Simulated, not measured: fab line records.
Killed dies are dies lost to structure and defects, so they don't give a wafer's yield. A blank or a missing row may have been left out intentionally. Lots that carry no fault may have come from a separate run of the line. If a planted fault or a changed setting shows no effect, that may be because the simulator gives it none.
The same fault as seen by 3 desks | flow nand harc | each desk has only its own numbers; what lay behind them comes last

METROLOGY DESK
Lot by lot, what the gauges showed, no matter which tool ran the lot: averages of those sampled wafers that carry a number. The brackets show how far a lot's mean lies from the usual mean; more than 4 standard deviations puts the lot out of limits, marked OUT.
Columns: A = thk nm at NHARC_P_M0_THK_MEAS_24, usual 117.0 nm; B = cd nm at NHARC_P_M1_CD_MEAS_09, usual 130.2 nm; C = overlay x nm at NHARC_P_M1_OVL_MEAS_10, usual 0.2 nm; D = overlay y nm at NHARC_P_M1_OVL_MEAS_10, usual 0.2 nm
lot  | first seen here | A     | B     | C    | D
L854 | day 6 08:00     | 116.4 | 129.7 | -0.2 | 0.2
L857 | day 7 12:20     | 117.4 | 131.1 | 0.7  | 0.9
L859 | day 8 07:49     | 115.8 | 130.2 | 1.3  | 0.1
L866 | day 11 09:00    | 118.2 | 129.5 | -0.8 | -1.2
L875 | day 15 09:02    | 118.3 | 129.4 | -0.2 | -0.8
L876 | day 15 13:31    | 116.6 | 129.7 | 0.3  | -0.7
This desk's finding: nothing out of limits on any of the 6 lots.

THE DEFECT DESK
Per lot, the means of the sampled wafers with a number show what the inspections along the route counted. The brackets show how far a lot's mean lies from the usual mean; more than 4 standard deviations puts the lot out of limits, marked OUT.
Columns: A = raw defect count at NHARC_P_M0_INSPECT_27, usual 311; B = raw defect count at NHARC_P_M1_INSPECT_11, usual 4.4
lot  | first seen here | A   | B
L854 | day 6 08:10     | 384 | 6.3
L857 | day 7 12:29     | 360 | 260.7 (+92) OUT
L859 | day 8 07:58     | 365 | 255.3 (+90) OUT
L866 | day 11 09:10    | 277 | 3.3
L875 | day 15 09:13    | 311 | 6.3
L876 | day 15 13:41    | 400 | 3.3
This desk's verdict: out of limits on L857, L859, starting with L857 at day 7 13:52 (raw defect count at NHARC_P_M1_INSPECT_11). L854, L866, L875, L876: within limits.

TOOL OWNER'S DESK, pecvd-02
The tool's own readings at NHARC_P_M1_DEP_00 (deposits SiOC, target thk 182.5 nm): means of the sampled wafers that have a number, for each lot that ran on this tool. The brackets show how far a lot's mean lies from the usual mean; more than 4 standard deviations puts the lot out of limits, marked OUT.
Columns: A = rf fwd power W at NHARC_P_M1_DEP_00, usual 598.6 W
lot  | first seen here | A
L857 | day 7 13:04     | 599.0
L859 | day 8 08:31     | 597.5
L866 | day 11 09:44    | 598.9
L875 | day 15 09:55    | 599.8
This desk's finding: nothing out of limits on any of the 4 lots.

ALL TOGETHER
The defect desk could have raised an alarm at day 7 13:52, on L857, L859.
Metrology desk: nothing out of limits seen.
The desk of the tool owner found nothing out of limits.
The metrology desk holds a record of L857, L859, inside its limits.
The tool owner's desk has L857, L859 on record, within its limits.
Of the lots named, all ran NHARC_P_M1_DEP_00 on pecvd-02.

WHAT THE SIMULATOR PUT IN
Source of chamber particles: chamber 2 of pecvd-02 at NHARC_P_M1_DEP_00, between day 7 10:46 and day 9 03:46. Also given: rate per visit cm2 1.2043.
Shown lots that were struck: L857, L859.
Hours from the fault's start to each desk's first reading out of limits: the defect desk, 3.
